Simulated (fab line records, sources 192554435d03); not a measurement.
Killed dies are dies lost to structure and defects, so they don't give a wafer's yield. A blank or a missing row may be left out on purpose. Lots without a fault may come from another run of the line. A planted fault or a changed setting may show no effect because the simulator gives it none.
fab line records | flow n5_finfet | part 1 of 2: steps 1 to 22 of 29
record lots=5 wafers=15 last_day=19
route steps=1938 shown DUMMY_GATE@214
lots that met no fault: from a run of the same line without faults
start_h: hours from the record's first day to the start of the lot's first wafer shown | wait_h: hours since the lot's step before | " the same as in the row above | L1.1+2: a row that stands for several wafers | - no value, or no start given | * or withheld: withheld | < > ~ a bound
route shown NAME@n: a module of which the file shows steps, and the number in the route of the first | usual: mean/standard deviation of fault-free wafers | same: alike in all rows | chamber/n: place in a boat | sites: the reading at each site | _std_site: their standard deviation | _edge_site: outer sites' mean less inner sites' | radius_mm: how far each site lies from the wafer's centre | mask NAME#n: copy n | behind: the tool/chamber that last shaped the wafer | hold: why the lot was held/for how many hours/how that ended | device: the transistor (n, p or np) that didn't switch | end of line: the same wafers' tests at the end of the route | a step without rows: its recipe alone | killed: dies lost to structure and defects at the first sort, not the wafer's yield | map: a wafer's dies, x killed, . not, _ none there
set.NAME: the setting as run; set.NAME@STEP: as run at that earlier step | model.NAME: the simulator's own value behind a step, which no gauge read
lots at some steps of the route; a table a step, a row a wafer
services: from which hour (start_h, from the record's first day; less than 0 if before it) a tool's chamber was out of use, for how many hours, and why
## steps
# step N5_DUMMY_GATE_ALD_02
# recipe material=SiO2 target_thk_a=20 temp_c=300 ald_precursor_family=BDEAS ald_co_reactant=O2-plasma pulse_time_s=1 pressure_torr=2
# usual chamber_pressure_Torr=2.000/0.0048 heater_power_w=463/51 precursor_pulse_height_rel=1.002/0.021
# columns lot.wafer tool chamber start_h wait_h chamber_pressure_Torr heater_power_w precursor_pulse_height_rel since_wet_clean_h
L077.3 ald_sin-03 2 56.63 0.5 2.000 468 1.013 154
L077.4 " 0 " " 2.002 439 0.996 154
L077.6 " 0 " " 2.003 440 1.011 -
L079.4 ald_sin-04 1 67.94 0.0 2.006 467 0.999 348
L079.5 " 3 " " 2.000 404 1.019 -
L079.6 " 0 " " 2.001 387 1.020 -
L091.2 ald_sin-02 3 139.68 0.2 2.006 481 0.983 327
L091.4 " 0 " " 2.007 456 0.997 327
L091.5 " 2 " " 1.992 503 0.998 -
L092.1 ald_sin-02 0 148.52 0.0 2.002 450 0.993 335
L092.2 " 1 " " 1.999 437 1.021 335
L092.6 " 0 " " 2.003 472 0.986 -
L097.2 ald_sin-04 3 177.18 0.2 2.004 410 1.044 77
L097.4 " 0 " " 2.005 393 1.022 77
L097.6 " 1 " " 2.008 480 0.972 -
# step N5_DUMMY_GATE_CVD_03
# recipe material=a-Si target_thk_a=1500 temp_c=530 precursor=SiH4 time_s=8042
# usual spike_tc_upper_C=530.3/0.42
# columns lot.wafer tool chamber start_h wait_h spike_tc_upper_C
L077.3 lpcvd-02 1/25 58.85 2.2 530.7
L077.4 " 1/29 " " 530.7
L077.6 " 1/39 " " 530.7
L079.4 lpcvd-02 0/79 70.06 2.1 531.4
L079.5 " 0/84 " " 531.4
L079.6 " 0/89 " " 531.4
L091.2 lpcvd-01 0/95 139.78 0.1 529.7
L091.4 " 0/104 " " 529.7
L091.5 " 0/109 " " 529.7
L092.1 lpcvd-01 1/90 148.63 0.1 530.3
L092.2 " 1/95 " " 530.3
L092.6 " 1/114 " " 530.3
L097.2 lpcvd-01 1/70 177.28 0.1 530.5
L097.4 " 1/79 " " 530.5
L097.6 " 1/89 " " 530.5
# step N5_DUMMY_GATE_PRECLEAN_46
# recipe chemistry=DIW time_s=89.5 temp_c=23
# columns lot.wafer tool chamber start_h wait_h
L077.3+4+6 wet_bench-05 7,5,3 62.53 0.0
L079.4+5+6 wet_bench-02 2,0,3 73.74 0.0
L091.2+4+5 wet_bench-01 0,7,2 143.46 0.0
L092.1+2+6 wet_bench-05 5,3,2 152.30 0.0
L097.2+4+6 wet_bench-05 3,2,0 182.80 0.0
# step N5_DUMMY_GATE_SRD_47
# recipe dry_time_s=32 dry=n2_spin spin_rpm=1500
# columns lot.wafer tool chamber start_h wait_h
L077.3+4+6 wet_bench-05 7,5,3 62.56 0.0
L079.4+5+6 wet_bench-02 2,0,3 73.76 0.0
L091.2+4+5 wet_bench-01 0,7,2 143.49 0.0
L092.1+2+6 wet_bench-05 5,3,2 152.33 0.0
L097.2+4+6 wet_bench-05 3,2,0 182.82 0.0
# step N5_DUMMY_GATE_CMP_04
# recipe material=a-Si post_cmp_clean=alkaline_brush
# usual motor_current_A=10.4/1.1 pad_life_wafers=1027/450 time_to_endpoint_s=15.0/2.5
# columns lot.wafer tool chamber start_h wait_h motor_current_A pad_life_wafers time_to_endpoint_s
L077.4 cmp-01 1 62.75 0.2 12.1 618 16.9
L077.3 " 3 " " 10.9 620 11.2
L077.6 " 2 " " 10.8 - 12.0
L079.4 cmp-01 2 73.89 0.1 11.2 723 12.9
L079.5 " 3 " " 10.3 - 10.8
L079.6 " 0 " " 9.7 - 16.3
L091.4 cmp-01 1 143.52 0.0 12.1 1272 17.0
L091.2 " 3 " " 11.0 1274 14.5
L091.5 " 2 " " 10.9 - 12.9
L092.2 cmp-01 0 152.36 0.0 9.4 1344 15.2
L092.1 " 1 " " 12.0 1345 15.2
L092.6 " 0 " " 9.4 - 16.2
L097.2 cmp-01 1 182.92 0.1 11.8 1598 16.0
L097.4 " 2 " " 10.9 1599 10.3
L097.6 " 3 " " 10.8 - 9.3
# step N5_DUMMY_GATE_THK_MEAS_05
# usual thk_nm=72.6/1.3
# columns lot.wafer tool chamber start_h wait_h thk_nm
L077.3 film_metro-01 - 63.00 0.1 70.2
L077.4 " - " " 73.9
L077.6 " - " " 72.2
L079.4 film_metro-01 - 74.04 0.1 71.5
L079.5 " - " " 71.0
L079.6 " - " " 73.8
L091.2 film_metro-02 - 143.76 0.1 70.2
L091.4 " - " " 72.1
L091.5 " - " " 72.0
L092.1 film_metro-02 - 152.60 0.2 74.5
L092.2 " - " " 72.9
L092.6 " - " " 72.4
L097.2 film_metro-02 - 183.10 0.1 72.7
L097.4 " - " " 71.4
L097.6 " - " " 69.6
# step N5_DUMMY_GATE_HM_DEP_06
# recipe material=SiNx target_thk_a=800 precursor=DCS/NH3 temp_c=700 pressure_mtorr=300 time_s=5141
# usual spike_tc_upper_C=700.5/0.45
# columns lot.wafer tool chamber start_h wait_h spike_tc_upper_C
L077.3 lpcvd-01 0/25 68.91 5.9 700.3
L077.4 " 0/29 " " 700.3
L077.6 " 0/39 " " 700.3
L079.4 lpcvd-01 0/104 76.73 2.7 699.5
L079.5 " 0/109 " " 699.5
L079.6 " 0/114 " " 699.5
L091.2 lpcvd-02 1/70 143.79 0.0 700.0
L091.4 " 1/79 " " 700.0
L091.5 " 1/84 " " 700.0
L092.1 lpcvd-02 1/90 152.63 0.0 700.2
L092.2 " 1/95 " " 700.2
L092.6 " 1/114 " " 700.2
L097.2 lpcvd-01 1/20 183.13 0.0 699.7
L097.4 " 1/29 " " 699.7
L097.6 " 1/39 " " 699.7
# step N5_DUMMY_GATE_PECVD_30
# recipe material=SiO2 target_thk_a=550 temp_c=400 precursor=TEOS/O2 pressure_torr=6.5 rf_w=withheld teos_flow_sccm=withheld gas=O2 flow_sccm=2650 time_s=10.8
# usual chamber_pressure_Torr=6.499/0.015
# columns lot.wafer tool chamber start_h wait_h chamber_pressure_Torr since_wet_clean_h
L077.3 pecvd-02 2 72.86 0.0 6.502 2045
L077.4 " 1 " " 6.513 -
L077.6 " 0 " " 6.481 -
L079.4 pecvd-03 2 80.69 0.1 6.493 -
L079.5 " 0 " " 6.487 -
L079.6 " 1 " " 6.495 -
L091.2 pecvd-01 2 147.73 0.0 6.478 15
L091.4 " 1 " " 6.509 -
L091.5 " 0 " " 6.501 -
L092.1 pecvd-02 0 158.52 0.0 6.513 681
L092.2 " 2 " " 6.494 2131
L092.6 " 0 " " 6.497 -
L097.2 pecvd-01 1 187.08 0.0 6.511 1616
L097.4 " 1 " " 6.471 -
L097.6 " 2 " " 6.503 -
# step N5_DUMMY_GATE_COAT_34
# recipe resist=SOC temp_c=250 time_s=60 spin_rpm=1500 resist_thk_nm=60
# usual resist_line_temp_C=22.99/0.11
# columns lot.wafer tool chamber start_h wait_h resist_line_temp_C
L077.3 litho_track-03 0 72.91 0.0 23.14
L077.4 " 0 " " 23.06
L077.6 " 0 " " 23.06
L079.4 litho_track-01 0 80.73 0.0 23.10
L079.5 " 0 " " 23.14
L079.6 " 0 " " 23.10
L091.2 litho_track-01 0 147.79 0.0 22.94
L091.4 " 0 " " 23.05
L091.5 " 0 " " 23.08
L092.1 litho_track-01 0 158.58 0.0 22.96
L092.2 " 0 " " 22.81
L092.6 " 0 " " 22.93
L097.2 litho_track-05 0 187.14 0.0 22.98
L097.4 " 0 " " 23.21
L097.6 " 0 " " 23.07
# step N5_DUMMY_GATE_COAT_35
# recipe resist=SiARC temp_c=220 time_s=60 spin_rpm=1500 resist_thk_nm=10
# usual resist_line_temp_C=23.00/0.11
# columns lot.wafer tool chamber start_h wait_h resist_line_temp_C
L077.3 litho_track-03 0 - - 22.88
L077.4 " 0 " " 23.07
L077.6 " 0 " " 22.89
L079.4 litho_track-01 0 - - 23.13
L079.5 " 0 " " 23.10
L079.6 " 0 " " 23.11
L091.2 litho_track-01 0 - - 22.84
L091.4 " 0 " " 23.17
L091.5 " 0 " " 22.85
L092.1 litho_track-01 0 - - 23.14
L092.2 " 0 " " 23.19
L092.6 " 0 " " 23.03
L097.2 litho_track-05 0 - - 22.84
L097.4 " 0 " " 22.93
L097.6 " 0 " " 23.07
# step N5_DUMMY_GATE_COAT_28
# recipe resist=underlayer temp_c=205 time_s=60 spin_rpm=1500 resist_thk_nm=10
# usual resist_line_temp_C=22.99/0.11
# columns lot.wafer tool chamber start_h wait_h resist_line_temp_C
L077.3 litho_track-03 0 - - 23.07
L077.4 " 0 " " 22.96
L077.6 " 0 " " 22.92
L079.4 litho_track-01 0 - - 23.01
L079.5 " 0 " " 23.09
L079.6 " 0 " " 22.97
L091.2 litho_track-01 0 - - 23.09
L091.4 " 0 " " 22.98
L091.5 " 0 " " 23.16
L092.1 litho_track-01 0 - - 23.15
L092.2 " 0 " " 23.28
L092.6 " 0 " " 23.09
L097.2 litho_track-05 0 - - 22.94
L097.4 " 0 " " 22.84
L097.6 " 0 " " 23.06
# step N5_DUMMY_GATE_COAT_09
# recipe resist=CAR-EUV spin_rpm=1500 resist_thk_nm=30
# usual resist_line_temp_C=23.01/0.1
# columns lot.wafer tool chamber start_h wait_h resist_line_temp_C
L077.3 litho_track-03 0 - - 22.88
L077.4 " 0 " " 23.05
L077.6 " 0 " " 23.05
L079.4 litho_track-01 0 - - 22.85
L079.5 " 0 " " 23.03
L079.6 " 0 " " 23.00
L091.2 litho_track-01 0 - - 22.97
L091.4 " 0 " " 23.00
L091.5 " 0 " " 23.02
L092.1 litho_track-01 0 - - 22.85
L092.2 " 0 " " 22.99
L092.6 " 0 " " 22.93
L097.2 litho_track-05 0 - - 22.99
L097.4 " 0 " " 23.07
L097.6 " 0 " " 23.18
# step N5_DUMMY_GATE_EBR_11
# recipe solvent=PGMEA ebr_width_mm=1.5
# usual resist_line_temp_C=23.01/0.11
# columns lot.wafer tool chamber start_h wait_h resist_line_temp_C
L077.3 litho_track-03 0 - - 22.99
L077.4 " 0 " " 23.06
L077.6 " 0 " " 22.99
L079.4 litho_track-01 0 - - 22.84
L079.5 " 0 " " 22.82
L079.6 " 0 " " 23.01
L091.2 litho_track-01 0 - - 23.02
L091.4 " 0 " " 23.02
L091.5 " 0 " " 22.99
L092.1 litho_track-01 0 - - 22.95
L092.2 " 0 " " 23.18
L092.6 " 0 " " 23.18
L097.2 litho_track-05 0 - - 23.03
L097.4 " 0 " " 22.95
L097.6 " 0 " " 23.19
# step N5_DUMMY_GATE_SOFTBAKE_10
# recipe temp_c=110 time_s=60 resist=CAR-EUV
# usual resist_line_temp_C=23.01/0.12
# columns lot.wafer tool chamber start_h wait_h resist_line_temp_C
L077.3 litho_track-03 0 - - 22.84
L077.4 " 0 " " 23.09
L077.6 " 0 " " 22.93
L079.4 litho_track-01 0 - - 22.91
L079.5 " 0 " " 22.80
L079.6 " 0 " " 22.81
L091.2 litho_track-01 0 - - 23.03
L091.4 " 0 " " 23.00
L091.5 " 0 " " 23.06
L092.1 litho_track-01 0 - - 23.09
L092.2 " 0 " " 22.97
L092.6 " 0 " " 22.98
L097.2 litho_track-05 0 - - 23.18
L097.4 " 0 " " 23.07
L097.6 " 0 " " 23.03
# step N5_DUMMY_GATE_EXPOSE_12
# recipe mask_id=GATE na=0.33 source_shape=annular sigma_inner=0.2 sigma_outer=0.6 polarization=unpolarized target_cd_nm=25 dose_mj=34
# usual focus_offset_nm=0.0/0.49
# columns lot.wafer tool chamber start_h wait_h mask focus_offset_nm
L077.3 euv_scanner-01 0 73.19 - GATE#0 0.2
L077.4 " 0 " " GATE#0 -0.4
L077.6 " 0 " " GATE#0 0.8
L079.4 euv_scanner-01 0 81.01 - GATE#0 0.4
L079.5 " 0 " " GATE#0 0.1
L079.6 " 0 " " GATE#0 0.2
L091.2 euv_scanner-01 0 148.06 - GATE#0 0.0
L091.4 " 0 " " GATE#0 0.6
L091.5 " 0 " " GATE#0 -1.2
L092.1 euv_scanner-01 0 158.72 - GATE#0 0.0
L092.2 " 0 " " GATE#0 -0.2
L092.6 " 0 " " GATE#0 -0.3
L097.2 euv_scanner-02 0 187.41 - GATE#0 0.1
L097.4 " 0 " " GATE#0 -0.4
L097.6 " 0 " " GATE#0 0.9
# step N5_DUMMY_GATE_PEB_13
# recipe peb_temp_c=100 peb_time_s=60 resist=CAR-EUV
# usual resist_line_temp_C=23.00/0.11
# columns lot.wafer tool chamber start_h wait_h resist_line_temp_C
L077.3 litho_track-03 0 73.24 0.0 22.90
L077.4 " 0 " " 23.04
L077.6 " 0 " " 23.08
L079.4 litho_track-05 0 81.05 0.0 23.12
L079.5 " 0 " " 23.00
L079.6 " 0 " " 23.02
L091.2 litho_track-01 0 148.11 0.0 23.06
L091.4 " 0 " " 23.10
L091.5 " 0 " " 23.04
L092.1 litho_track-01 0 158.78 0.1 23.27
L092.2 " 0 " " 23.09
L092.6 " 0 " " 23.29
L097.2 litho_track-03 0 187.46 0.0 23.01
L097.4 " 0 " " 23.06
L097.6 " 0 " " 22.92
# step N5_DUMMY_GATE_DEVELOP_14
# recipe develop_time_s=30 developer=TMAH resist=CAR-EUV rinse_liquid=surfactant_rinse dry=air_spin dev_temp_c=23
# usual resist_line_temp_C=23.01/0.094
# columns lot.wafer tool chamber start_h wait_h resist_line_temp_C
L077.3 litho_track-03 0 - - 23.13
L077.4 " 0 " " 23.17
L077.6 " 0 " " 23.03
L079.4 litho_track-05 0 - - 22.82
L079.5 " 0 " " 22.87
L079.6 " 0 " " 23.02
L091.2 litho_track-01 0 - - 23.08
L091.4 " 0 " " 23.17
L091.5 " 0 " " 23.06
L092.1 litho_track-01 0 - - 23.01
L092.2 " 0 " " 23.19
L092.6 " 0 " " 23.16
L097.2 litho_track-03 0 - - 23.03
L097.4 " 0 " " 23.08
L097.6 " 0 " " 22.93
# step N5_DUMMY_GATE_CD_MEAS_15
# recipe target_cd_nm=25.8 landing_energy_ev=500 detector=se_inlens
# usual cd_nm=25.06/0.28
# columns lot.wafer tool chamber start_h wait_h cd_nm
L077.3 cd_sem-03 0 73.31 - 25.22
L077.4 " 0 " " 24.95
L077.6 " 0 " " 24.73
L079.4 cd_sem-02 0 81.13 - 25.37
L079.5 " 0 " " 24.82
L079.6 " 0 " " 25.42
L091.2 cd_sem-03 0 148.18 - 25.07
L091.4 " 0 " " 25.11
L091.5 " 0 " " 25.23
L092.1 cd_sem-02 0 158.84 - 25.55
L092.2 " 0 " " 25.21
L092.6 " 0 " " 25.65
L097.2 cd_sem-02 0 187.53 - 25.04
L097.4 " 0 " " 24.64
L097.6 " 0 " " 25.24
# step N5_DUMMY_GATE_OVL_MEAS_16
# recipe points_per_wafer=522
# usual GATE_OVL=-0.3/0.72
# same points_per_wafer=522
# columns lot.wafer tool chamber start_h wait_h GATE_OVL[nm]
L077.3 overlay-01 0 73.36 0.0 -0.9
L077.4 " 0 " " -0.2
L077.6 " 0 " " 0.1
L079.4 overlay-02 0 81.17 0.0 -0.1
L079.5 " 0 " " -0.3
L079.6 " 0 " " -0.5
L091.2 overlay-02 0 148.23 0.0 -0.5
L091.4 " 0 " " -0.3
L091.5 " 0 " " 0.4
L092.1 overlay-02 0 158.88 0.0 1.2
L092.2 " 0 " " 0.4
L092.6 " 0 " " 1.0
L097.2 overlay-02 0 187.58 0.0 -0.2
L097.4 " 0 " " -0.8
L097.6 " 0 " " -0.5
# step N5_DUMMY_GATE_INSPECT_17
# recipe mode=adi inspect_instrument=brightfield
# usual raw_defect_count=223/53
# columns lot.wafer tool chamber start_h wait_h raw_defect_count
L077.3 defect_inspect-02 - 73.40 0.0 147
L077.4 " - " " 188
L077.6 " - " " 231
L079.4 defect_inspect-02 - 81.22 0.0 187
L079.5 " - " " 273
L079.6 " - " " 227
L091.2 defect_inspect-02 - 148.28 0.0 215
L091.4 " - " " 212
L091.5 " - " " 163
L092.1 defect_inspect-01 - 158.94 0.1 226
L092.2 " - " " 333
L092.6 " - " " 226
L097.2 defect_inspect-02 - 187.63 0.0 150
L097.4 " - " " 123
L097.6 " - " " 139
# step N5_DUMMY_GATE_DESCUM_20
# recipe chemistry=O2 time_s=6.2 source_power_w=50 bias_power_w=20 pressure_mtorr=20 rf_frequency_hz=2.712e+07 temp_c=40 resist=CAR-EUV o2_flow_sccm=225
# usual drypump_motor_current_A=5.80/0.29 oes_product_au=0.79/0.066 rf_vpp_V=243.3/1.4 showerhead_plenum_p_Torr=2.09/0.069 throttle_valve_pct=20.31/0.29
# columns lot.wafer tool chamber start_h wait_h drypump_motor_current_A oes_product_au rf_hours_counter_h rf_vpp_V showerhead_plenum_p_Torr throttle_valve_pct
L077.3 rie_diel-06 2 73.44 0.0 6.05 0.79 95 241.5 2.05 20.62
L077.4 " 1 " " 6.28 0.74 186 241.8 1.98 20.12
L077.6 " 1 " " 6.29 0.75 - 243.2 1.98 20.10
L079.4 rie_diel-06 3 81.25 0.0 5.44 0.90 19 244.8 2.19 20.17
L079.5 " 1 " " 6.26 0.76 - 240.6 1.98 20.11
L079.6 " 2 " " 6.02 0.79 - 240.9 2.05 20.62
L091.2 rie_diel-05 2 148.90 0.6 5.66 0.71 223 242.6 2.09 21.04
L091.4 " 3 " " 5.76 0.84 76 242.1 2.02 19.95
L091.5 " 3 " " 5.77 0.84 - 242.4 2.02 19.94
L092.1 rie_diel-06 1 158.98 0.0 6.25 0.74 204 240.4 1.97 20.13
L092.2 " 3 " " 5.42 0.85 41 244.6 2.19 20.22
L092.6 " 3 " " 5.42 0.85 - 243.3 2.19 20.21
L097.2 rie_diel-01 1 187.66 0.0 6.10 0.83 69 243.2 2.10 20.23
L097.4 " 2 " " 5.67 0.70 207 245.0 2.15 20.62
L097.6 " 2 " " 5.67 0.70 - 244.0 2.15 20.61
# step N5_DUMMY_GATE_ETCH_29
# recipe chemistry=N2/H2 target=underlayer target_depth_a=130 ion_energy_ev=200 pressure_mtorr=30 source_w=840 bias_w=150 n2_flow_sccm=200 h2_flow_sccm=200
# usual drypump_motor_current_A=5.81/0.29 n2_flow_sccm=200.0/0.53 oes_product_au=0.79/0.066 rf_vpp_V=524.0/2.9 showerhead_plenum_p_Torr=2.55/0.095 throttle_valve_pct=17.85/0.26
# columns lot.wafer tool chamber start_h wait_h drypump_motor_current_A n2_flow_sccm oes_product_au rf_hours_counter_h rf_vpp_V showerhead_plenum_p_Torr throttle_valve_pct
L077.3 rie_diel-06 2 73.50 0.0 6.03 199.9 0.76 95 521.6 2.48 18.17
L077.4 " 1 " " 6.26 200.3 0.76 186 519.0 2.43 17.70
L077.6 " 1 " " 6.26 199.6 0.76 - 521.1 2.43 17.69
L079.4 rie_diel-06 3 81.31 0.0 5.41 200.4 0.87 19 527.7 2.71 17.82
L079.5 " 1 " " 6.24 200.3 0.76 - 519.3 2.43 17.68
L079.6 " 2 " " 6.07 199.2 0.77 - 521.7 2.48 18.19
L091.2 rie_diel-05 2 148.96 0.0 5.65 199.6 0.69 223 523.4 2.51 18.23
L091.4 " 3 " " 5.74 200.3 0.87 76 521.9 2.48 17.55
L091.5 " 3 " " 5.75 200.5 0.87 - 522.2 2.48 17.56
L092.1 rie_diel-06 1 159.04 0.0 6.26 199.9 0.75 204 520.6 2.43 17.71
L092.2 " 3 " " 5.41 200.9 0.84 41 527.3 2.70 17.84
L092.6 " 3 " " 5.41 200.1 0.84 - 527.1 2.70 17.85
L097.2 rie_diel-01 1 187.73 0.0 6.11 200.3 0.83 69 525.0 2.59 18.00
L097.4 " 2 " " 5.67 199.9 0.72 207 527.0 2.64 18.20
L097.6 " 2 " " 5.68 199.5 0.73 - 526.8 2.64 18.21
